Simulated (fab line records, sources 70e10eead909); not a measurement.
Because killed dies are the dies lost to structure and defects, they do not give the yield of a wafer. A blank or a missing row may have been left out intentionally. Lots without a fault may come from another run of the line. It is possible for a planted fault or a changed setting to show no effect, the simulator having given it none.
Matching of chambers :: flow nand_harc :: NHARC_P_GATE_ETCH_32 on rie_si-03 has 4 sister chambers
The step etches the open film in HBr/Cl2, target depth 150 nm, time 100.1 s. 20 wafers are shown with their chamber, then 10 later ones without.

## EACH WAFER AND ITS CHAMBER
wafer: L075.2
chamber: 1
drypump_motor_current_A (A): 5.3
oes_product_au (a.u.): 1.002
throttle_valve_pct (%): 26.402

wafer: L075.5
chamber: 1
drypump_motor_current_A (A): 5.3
oes_product_au (a.u.): 1.004
throttle_valve_pct (%): 26.410

wafer: L075.6
chamber: 0
drypump_motor_current_A (A): 5.8
oes_product_au (a.u.): 1.011
throttle_valve_pct (%): 26.399

wafer: L077.2
chamber: 2
drypump_motor_current_A (A): 6.1
oes_product_au (a.u.): 1.002
throttle_valve_pct (%): 26.408

wafer: L077.4
chamber: 1
drypump_motor_current_A (A): 5.3
oes_product_au (a.u.): 0.999
throttle_valve_pct (%): 26.412

wafer: L077.6
chamber: 3
drypump_motor_current_A (A): 5.8
oes_product_au (a.u.): 0.992
throttle_valve_pct (%): 26.402

wafer: L078.2
chamber: 3
drypump_motor_current_A (A): 5.9
oes_product_au (a.u.): 0.997
throttle_valve_pct (%): 26.397

wafer: L078.3
chamber: 1
drypump_motor_current_A (A): 5.3
oes_product_au (a.u.): 1.013
throttle_valve_pct (%): 26.394

wafer: L078.4
chamber: 2
drypump_motor_current_A (A): 6.1
oes_product_au (a.u.): 0.991
throttle_valve_pct (%): 26.391

wafer: L082.1
chamber: 3
drypump_motor_current_A (A): 5.9
oes_product_au (a.u.): 0.984
throttle_valve_pct (%): 26.412

wafer: L082.4
chamber: 2
drypump_motor_current_A (A): 6.0
oes_product_au (a.u.): 0.997
throttle_valve_pct (%): 26.410

wafer: L082.5
chamber: 3
drypump_motor_current_A (A): 5.9
oes_product_au (a.u.): 0.984
throttle_valve_pct (%): 26.390

wafer: L084.1
chamber: 2
drypump_motor_current_A (A): 6.0
oes_product_au (a.u.): 0.989
throttle_valve_pct (%): 26.423

wafer: L084.2
chamber: 0
drypump_motor_current_A (A): 5.8
oes_product_au (a.u.): 0.996
throttle_valve_pct (%): 26.409

wafer: L084.3
chamber: 3
drypump_motor_current_A (A): 5.9
oes_product_au (a.u.): 0.995
throttle_valve_pct (%): 26.428

wafer: L088.1
chamber: 0
drypump_motor_current_A (A): 5.8
oes_product_au (a.u.): 1.012
throttle_valve_pct (%): 26.390

wafer: L088.2
chamber: 2
drypump_motor_current_A (A): 6.0
oes_product_au (a.u.): 0.998
throttle_valve_pct (%): 26.413

wafer: L088.3
chamber: 3
drypump_motor_current_A (A): 5.9
oes_product_au (a.u.): 0.995
throttle_valve_pct (%): 26.417

wafer: L086.1
chamber: 2
drypump_motor_current_A (A): 6.1
oes_product_au (a.u.): 1.004
throttle_valve_pct (%): 26.406

wafer: L086.2
chamber: 3
drypump_motor_current_A (A): 5.9
oes_product_au (a.u.): 0.989
throttle_valve_pct (%): 26.408

SIGNATURES, as means of the wafers listed above
reading: drypump_motor_current_A
chamber 0: 5.800
chamber 1: 5.300
chamber 2: 6.050
chamber 3: 5.886
scatter within a chamber: 0.0384

reading: oes_product_au
chamber 0: 1.00633
chamber 1: 1.00450
chamber 2: 0.99683
chamber 3: 0.99086
scatter within a chamber: 0.0062

reading: throttle_valve_pct
chamber 0: 26.39933
chamber 1: 26.40450
chamber 2: 26.40850
chamber 3: 26.40771
scatter within a chamber: 0.0109
Rule: for each reading, subtract the chamber's mean from the wafer's reading, divide by that reading's scatter and square the result; add these up over the readings and take the root, which gives the wafer's distance from the chamber. If the next closest chamber is less than 2 further off than the closest, the wafer can't be placed; otherwise it belongs to the closest. The scatter: the root of (the sum of the squares of (reading less its chamber's mean) over the shown wafers, divided by (wafers less chambers)).

## WAFERS MISSING THEIR CHAMBER
wafer: L086.6
drypump_motor_current_A (A): 5.9
oes_product_au (a.u.): 0.989
throttle_valve_pct (%): 26.418

wafer: L091.3
drypump_motor_current_A (A): 5.8
oes_product_au (a.u.): 1.018
throttle_valve_pct (%): 26.398

wafer: L091.5
drypump_motor_current_A (A): 5.3
oes_product_au (a.u.): 1.016
throttle_valve_pct (%): 26.402

wafer: L091.6
drypump_motor_current_A (A): 5.8
oes_product_au (a.u.): 1.000
throttle_valve_pct (%): 26.399

wafer: L092.3
drypump_motor_current_A (A): 6.0
oes_product_au (a.u.): 0.996
throttle_valve_pct (%): 26.403

wafer: L092.5
drypump_motor_current_A (A): 5.3
oes_product_au (a.u.): 1.000
throttle_valve_pct (%): 26.414

wafer: L092.6
drypump_motor_current_A (A): 6.0
oes_product_au (a.u.): 0.995
throttle_valve_pct (%): 26.404

wafer: L094.1
drypump_motor_current_A (A): 5.9
oes_product_au (a.u.): 0.994
throttle_valve_pct (%): 26.397

wafer: L094.2
drypump_motor_current_A (A): 6.0
oes_product_au (a.u.): 1.000
throttle_valve_pct (%): 26.414

wafer: L094.3
drypump_motor_current_A (A): 5.3
oes_product_au (a.u.): 1.003
throttle_valve_pct (%): 26.403

## THE CHAMBER EACH PASSED THROUGH
wafer: L086.6
from the rows above: 3
in truth: 3

wafer: L091.3
from the rows above: 0
in truth: 0

wafer: L091.5
from the rows above: 1
in truth: 1

wafer: L091.6
from the rows above: can't be placed: 0 or 3
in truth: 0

wafer: L092.3
from the rows above: can't be placed: 2 or 3
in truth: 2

wafer: L092.5
from the rows above: 1
in truth: 1

wafer: L092.6
from the rows above: can't be placed: 2 or 3
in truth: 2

wafer: L094.1
from the rows above: 3
in truth: 3

wafer: L094.2
from the rows above: can't be placed: 2 or 3
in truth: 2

wafer: L094.3
from the rows above: 1
in truth: 1
Correctly placed: 6 of 10. These rows do not allow placing 4 (true chamber among the candidates in 4). Number placed wrongly: 0.
